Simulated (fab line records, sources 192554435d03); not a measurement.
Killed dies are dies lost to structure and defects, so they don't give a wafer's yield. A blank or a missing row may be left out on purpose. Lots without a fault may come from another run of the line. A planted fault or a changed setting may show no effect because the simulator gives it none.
Split-lot experiment | flow n5_finfet | 7 lots, 21 wafers read, on a route of 1938 steps

THE SPLIT
At N5_BEOL_M11_ETCH_66 (etches SOC in N2/H2, target depth 120 nm, overetch 24 nm, time 180 s), the setting time_s was moved away from the recipe's 180 s on 12 of the 21 wafers read, by -21.7% to +22.4%. The other wafers ran this setting at the recipe's value.

The reading is taken at the split's own step.

THE READING
SiARC_of_BEOL_M11_COAT_64.thk_nm (the simulator's own value, which no gauge read), in nm, at N5_BEOL_M11_ETCH_66 (etches SOC in N2/H2, target depth 120 nm, overetch 24 nm, time 180 s). The file gives no usual value for it. The 9 wafers here that ran the recipe average 22.8 nm, standard deviation 0.24 nm.

wafer  | tool, chamber at the split | time_s as run, s | against the recipe | SiARC_of_BEOL_M11_COAT_64.thk_nm, nm | against lot-mates on the recipe
L075.2 | rie_diel-06, 0             | 195.6            | +8.7%              | 21.8                                 | -0.6
L075.3 | rie_diel-06, 2             | 195.6            | +8.7%              | 22.4                                 | +0.0
L075.6 | rie_diel-06, 0             | 180              | recipe             | 22.4                                 | -
L077.1 | rie_diel-05, 2             | 180              | recipe             | 23.2                                 | -
L077.2 | rie_diel-05, 1,0           | 180              | recipe             | 23                                   | -
L077.5 | rie_diel-05, 1,0           | 180              | recipe             | 23                                   | -
L078.4 | rie_diel-05, 1             | 180              | recipe             | 22.8                                 | -
L078.5 | rie_diel-05, 0             | 141              | -21.7%             | 24.6                                 | +1.8
L078.6 | rie_diel-05, 1             | 141              | -21.7%             | 24.4                                 | +1.6
L081.1 | rie_diel-05, 1,0           | 220.3            | +22.4%             | 21.4                                 | no lot-mate on the recipe
L081.3 | rie_diel-05, 1,0           | 220.3            | +22.4%             | 21.4                                 | no lot-mate on the recipe
L081.5 | rie_diel-05, 3             | 220.3            | +22.4%             | 21                                   | no lot-mate on the recipe
L082.1 | rie_diel-06, 0,1           | 180              | recipe             | 22.6                                 | -
L082.2 | rie_diel-06, 0,1           | 180              | recipe             | 22.6                                 | -
L082.5 | rie_diel-06, 3             | 160.6            | -10.8%             | 23.6                                 | +1.0
L090.2 | rie_diel-04, 2             | 143.5            | -20.3%             | 24                                   | +1.2
L090.4 | rie_diel-04, 3             | 180              | recipe             | 22.8                                 | -
L090.6 | rie_diel-04, 0             | 143.5            | -20.3%             | 24.2                                 | +1.4
L093.4 | rie_diel-06, 1             | 147.9            | -17.8%             | 24                                   | +1.4
L093.5 | rie_diel-06, 2             | 147.9            | -17.8%             | 24.2                                 | +1.6
L093.6 | rie_diel-06, 1             | 180              | recipe             | 22.6                                 | -
Where a row lists several chambers, the file gives one row for several wafers and doesn't say which wafer went through which chamber.

THE FIT
A straight line over all 21 wafers: SiARC_of_BEOL_M11_COAT_64.thk_nm changes by -0.0712 nm for each +1% of time_s; r = -0.98; the points scatter about the line by 0.23 nm.
The same after taking each lot's own level away (the mean of its wafers on the recipe; 18 wafers): -0.07 nm for each +1%; r = -0.97; scatter 0.2 nm.
On that fit, the largest move of time_s shifts the reading by 1.6 nm.
The lots' own levels span 22.40 to 23.07 nm, that is 2.8 times the standard deviation above.
So the lot-to-lot level changes the slope little: the two slopes agree.
Check: with one of the wafers moved furthest among these (-21.7%) left out of the fit, the line predicts +1.56 nm for it against its lot-mates. It came out at +1.8 nm against them.

OTHER SPLITS ON THESE WAFERS
These wafers also went through other splits before the reading. Each is held against what the fit with the lots' levels taken away leaves over:
other split on the same wafers   | wafers away from the commonest value | r with SiARC_of_BEOL_M11_COAT_64.thk_nm (lot level and that fit taken away)
N5_BEOL_M9_TRENCH_ETCH_37 bias_w | 10                                   | +0.11
N5_BEOL_M10_EXPOSE_25 dose_mj    | 6                                    | -0.09
N5_BEOL_M10_VIA_ETCH_34 time_s   | 7                                    | +0.02

THE FILE'S OWN FIT
SiARC_of_BEOL_M11_COAT_64.thk_nm changes by -0.0743 nm for each +1% of time_s, r = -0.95.
